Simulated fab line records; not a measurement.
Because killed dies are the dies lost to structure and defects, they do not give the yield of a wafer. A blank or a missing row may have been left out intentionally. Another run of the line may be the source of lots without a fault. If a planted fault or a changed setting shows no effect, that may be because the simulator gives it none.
Matching of chambers :: flow n5_finfet :: N5_BEOL_M14_DESCUM_33 on rie_diel-03 has 4 sister chambers
The step chemistry O2, time 7.9 s. 14 wafers are shown with their chamber, then 7 later ones without.

WAFERS WITH THEIR CHAMBER
wafer: L074.3
chamber: 3
showerhead_plenum_p_Torr (Torr): 2.23
drypump_motor_current_A (A): 5.7
oes_product_au (a.u.): 0.91

wafer: L074.4
chamber: 0
showerhead_plenum_p_Torr (Torr): 2.06
drypump_motor_current_A (A): 5.7
oes_product_au (a.u.): 0.71

wafer: L074.5
chamber: 3
showerhead_plenum_p_Torr (Torr): 2.23
drypump_motor_current_A (A): 5.7
oes_product_au (a.u.): 0.91

wafer: L081.1
chamber: 3
showerhead_plenum_p_Torr (Torr): 2.22
drypump_motor_current_A (A): 5.7
oes_product_au (a.u.): 0.89

wafer: L081.5
chamber: 0
showerhead_plenum_p_Torr (Torr): 2.05
drypump_motor_current_A (A): 5.6
oes_product_au (a.u.): 0.71

wafer: L081.6
chamber: 3
showerhead_plenum_p_Torr (Torr): 2.22
drypump_motor_current_A (A): 5.7
oes_product_au (a.u.): 0.89

wafer: L088.1
chamber: 2
showerhead_plenum_p_Torr (Torr): 2.08
drypump_motor_current_A (A): 5.4
oes_product_au (a.u.): 0.75

wafer: L088.3
chamber: 0
showerhead_plenum_p_Torr (Torr): 2.05
drypump_motor_current_A (A): 5.7
oes_product_au (a.u.): 0.69

wafer: L088.4
chamber: 3
showerhead_plenum_p_Torr (Torr): 2.22
drypump_motor_current_A (A): 5.7
oes_product_au (a.u.): 0.87

wafer: L087.1
chamber: 2
showerhead_plenum_p_Torr (Torr): 2.08
drypump_motor_current_A (A): 5.4
oes_product_au (a.u.): 0.75

wafer: L087.4
chamber: 1
showerhead_plenum_p_Torr (Torr): 2.10
drypump_motor_current_A (A): 5.3
oes_product_au (a.u.): 0.78

wafer: L087.5
chamber: 0
showerhead_plenum_p_Torr (Torr): 2.05
drypump_motor_current_A (A): 5.6
oes_product_au (a.u.): 0.68

wafer: L089.1
chamber: 1
showerhead_plenum_p_Torr (Torr): 2.10
drypump_motor_current_A (A): 5.3
oes_product_au (a.u.): 0.77

wafer: L089.4
chamber: 2
showerhead_plenum_p_Torr (Torr): 2.08
drypump_motor_current_A (A): 5.4
oes_product_au (a.u.): 0.74

SIGNATURES, as means of the wafers listed above
reading: showerhead_plenum_p_Torr
chamber 0: 2.0525
chamber 1: 2.1000
chamber 2: 2.0800
chamber 3: 2.2240
scatter within a chamber: 0.00442

reading: drypump_motor_current_A
chamber 0: 5.650
chamber 1: 5.300
chamber 2: 5.400
chamber 3: 5.700
scatter within a chamber: 0.0316

reading: oes_product_au
chamber 0: 0.6975
chamber 1: 0.7750
chamber 2: 0.7467
chamber 3: 0.8940
scatter within a chamber: 0.0138
Rule: for each reading, subtract the chamber's mean from the wafer's reading, divide by that reading's scatter and square the result; add these up over the readings and take the root, which gives the wafer's distance from the chamber. If the next closest chamber is less than 2 further off than the closest, the wafer can't be placed; otherwise it belongs to the closest. The scatter: the root of (the sum of the squares of (reading less its chamber's mean) over the shown wafers, divided by (wafers less chambers)).

WAFERS WHOSE CHAMBER IS MISSING
wafer: L089.5
showerhead_plenum_p_Torr (Torr): 2.21
drypump_motor_current_A (A): 5.7
oes_product_au (a.u.): 0.84

wafer: L090.1
showerhead_plenum_p_Torr (Torr): 2.08
drypump_motor_current_A (A): 5.5
oes_product_au (a.u.): 0.74

wafer: L090.2
showerhead_plenum_p_Torr (Torr): 2.21
drypump_motor_current_A (A): 5.7
oes_product_au (a.u.): 0.85

wafer: L090.5
showerhead_plenum_p_Torr (Torr): 2.10
drypump_motor_current_A (A): 5.3
oes_product_au (a.u.): 0.78

wafer: L093.1
showerhead_plenum_p_Torr (Torr): 2.08
drypump_motor_current_A (A): 5.4
oes_product_au (a.u.): 0.73

wafer: L093.3
showerhead_plenum_p_Torr (Torr): 2.21
drypump_motor_current_A (A): 5.7
oes_product_au (a.u.): 0.84

wafer: L093.6
showerhead_plenum_p_Torr (Torr): 2.08
drypump_motor_current_A (A): 5.5
oes_product_au (a.u.): 0.72

THE CHAMBER EACH PASSED THROUGH
wafer: L089.5
from the rows above: 3
in truth: 3

wafer: L090.1
from the rows above: 2
in truth: 2

wafer: L090.2
from the rows above: 3
in truth: 3

wafer: L090.5
from the rows above: 1
in truth: 1

wafer: L093.1
from the rows above: 2
in truth: 2

wafer: L093.3
from the rows above: 3
in truth: 3

wafer: L093.6
from the rows above: 2
in truth: 2
Correctly placed: 7 of 7. Left unplaced by these rows: 0. Placed wrongly: 0.
